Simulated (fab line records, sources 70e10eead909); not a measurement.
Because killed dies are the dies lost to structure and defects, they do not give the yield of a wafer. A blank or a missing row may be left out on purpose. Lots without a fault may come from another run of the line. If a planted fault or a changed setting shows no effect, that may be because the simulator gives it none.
Matching of chambers + flow nandHarc + aldMetal-01 running NHARC_A_WL_FILL_ALD_02: 4 sister chambers
The step deposits TiN, target thk 2 nm, pulse time 3 s, ald cycles 100. 8 wafers are shown with their chamber, then 10 later ones without.

EACH WAFER AND ITS CHAMBER
| wafer  | chamber | heaterPowerW (W) | precursorPulseHeightRel |
|--------|---------|------------------|-------------------------|
| L079.6 | 1       | 1243             | 0.989                   |
| L080.2 | 1       | 1244             | 0.999                   |
| L085.5 | 2       | 1114             | 1.031                   |
| L088.1 | 3       | 1018             | 1.016                   |
| L088.3 | 2       | 1123             | 1.006                   |
| L088.5 | 0       | 1036             | 1.000                   |
| L092.1 | 3       | 1026             | 1.010                   |
| L092.5 | 0       | 1046             | 1.027                   |

WAFERS WHOSE CHAMBER IS MISSING
| wafer  | heaterPowerW (W) | precursorPulseHeightRel |
|--------|------------------|-------------------------|
| L092.6 | 1243             | 0.992                   |
| L094.3 | 1035             | 1.002                   |
| L094.4 | 1060             | 1.028                   |
| L094.6 | 1252             | 0.974                   |
| L096.2 | 1022             | 0.988                   |
| L096.4 | 1018             | 0.991                   |
| L096.5 | 1250             | 0.989                   |
| L097.1 | 1072             | 0.974                   |
| L097.3 | 1282             | 1.022                   |
| L097.6 | 1273             | 0.986                   |

WHICH CHAMBER EACH WENT THROUGH
| wafer  | from the rows above     | in truth                   |
|--------|-------------------------|----------------------------|
| L092.6 | 1                       | 1                          |
| L094.3 | can't be placed: 0 or 3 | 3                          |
| L094.4 | 0                       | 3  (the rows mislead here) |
| L094.6 | 1                       | 1                          |
| L096.2 | 3                       | 3                          |
| L096.4 | 3                       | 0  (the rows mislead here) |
| L096.5 | 1                       | 1                          |
| L097.1 | 0                       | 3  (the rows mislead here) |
| L097.3 | 1                       | 1                          |
| L097.6 | 1                       | 1                          |
6 of 10 placed correctly. These rows do not allow placing 1 (true chamber among the candidates in 1). 3 placed wrongly.
How it was worked out, from the rows above alone: a wafer's distance from a chamber is the root of the sum, over the readings, of the square of ((its reading less the chamber's mean) divided by the reading's scatter). If the next closest chamber is less than 2 further off than the closest, the wafer can't be placed; otherwise it belongs to the closest. The mean given for a chamber averages the wafers shown for that chamber. The scatter is the square root of a quotient: the sum, over the shown wafers, of each reading's squared deviation from its chamber's mean, divided by wafers minus chambers.
